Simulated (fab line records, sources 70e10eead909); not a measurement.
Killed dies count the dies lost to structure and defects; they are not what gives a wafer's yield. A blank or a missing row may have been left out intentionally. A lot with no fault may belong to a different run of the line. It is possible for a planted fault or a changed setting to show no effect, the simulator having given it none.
Commonality check across tools | flow nandHarc | 1 lot, 3 wafers sampled

REASON FOR OPENING
At NHARC_END_SORT_01 the reading killedAtPeriphery is flagged on 1 of 1 lot. Wafers without a fault read 3.2, standard deviation 2.
Rule: a lot is flagged when every wafer of it that has a number lies more than 4 standard deviations from that mean, or none has a number. The rest of the lots are taken to be sound.

lot  | measured     | on        | killedAtPeriphery, wafer by wafer | flag
L398 | day 22 17:02 | prober-02 | 635 637 628                       | FLAGGED
Averaged over the flagged lots the numbers come to 633.3, +630.1 from the usual (+99 or more standard deviations).

LOT BY LOT: THE TOOL USED
The record holds 4 process steps before the reading, out of a route of 1159 steps. Cell contents, in order: the tool; ch with the chambers the sampled wafers went through; the start.
lot  | flag    | NHARC_P_GATE_ALD_36             | NHARC_P_GATE_EXPOSE_43          | NHARC_P_GATE_DESCUM_61         | NHARC_P_GATE_STRIP_112
L398 | FLAGGED | aldSin-01 ch 0,2,3, day 8 13:57 | krfScanner-01 ch 0, day 9 00:23 | rieDiel-02 ch 0,1, day 9 02:29 | plasmaAsher-02 ch 0,1, day 9 02:56
What the steps here do:
- NHARC_P_GATE_ALD_36: deposits SiNx, target thk 20 nm, pulse time 60 s, ald cycles 223.
- NHARC_P_GATE_EXPOSE_43: exposes mask P NSD, target cd 720 nm.
- NHARC_P_GATE_DESCUM_61: chemistry O2, time 3 s.
- NHARC_P_GATE_STRIP_112: strips in N2/H2, time 200 s.
- NHARC_END_SORT_01

FLAGGED OVER TOTAL, TOOL BY TOOL (the gauges that took the reading come last)
step                   | tool           | lots run | flagged | share of the flagged lots | sound lots run after its first flagged lot
NHARC_P_GATE_ALD_36    | aldSin-01      | 1        | 1       | all                       | 0
NHARC_P_GATE_EXPOSE_43 | krfScanner-01  | 1        | 1       | all                       | 0
NHARC_P_GATE_DESCUM_61 | rieDiel-02     | 1        | 1       | all                       | 0
NHARC_P_GATE_STRIP_112 | plasmaAsher-02 | 1        | 1       | all                       | 0
NHARC_END_SORT_01      | prober-02      | 1        | 1       | all                       | 0

WHAT THE TABLE ALLOWS
5 rows of the table ran every flagged lot: aldSin-01 at NHARC_P_GATE_ALD_36, krfScanner-01 at NHARC_P_GATE_EXPOSE_43, rieDiel-02 at NHARC_P_GATE_DESCUM_61, plasmaAsher-02 at NHARC_P_GATE_STRIP_112, prober-02 at NHARC_END_SORT_01.
- aldSin-01 at NHARC_P_GATE_ALD_36: 1 of its 1 lot flagged. With no sound lot run before its first flagged lot in this sample, there is nothing to narrow down the start.
- krfScanner-01 at NHARC_P_GATE_EXPOSE_43: 1 of its 1 lot flagged. With no sound lot run before its first flagged lot in this sample, there is nothing to narrow down the start.
- rieDiel-02 at NHARC_P_GATE_DESCUM_61: 1 of its 1 lot flagged. With no sound lot run before its first flagged lot in this sample, there is nothing to narrow down the start.
- plasmaAsher-02 at NHARC_P_GATE_STRIP_112: 1 of its 1 lot flagged. With no sound lot run before its first flagged lot in this sample, there is nothing to narrow down the start.
- prober-02 at NHARC_END_SORT_01: 1 of its 1 lot flagged. With no sound lot run before its first flagged lot in this sample, there is nothing to narrow down the start.
These 5 tools cannot be told apart by counting lots, since each of them fits a fault that started at some hour. More lots, or a look at what each step does to the wafer, might.

WHAT WAS PUT IN BY THE SIMULATOR
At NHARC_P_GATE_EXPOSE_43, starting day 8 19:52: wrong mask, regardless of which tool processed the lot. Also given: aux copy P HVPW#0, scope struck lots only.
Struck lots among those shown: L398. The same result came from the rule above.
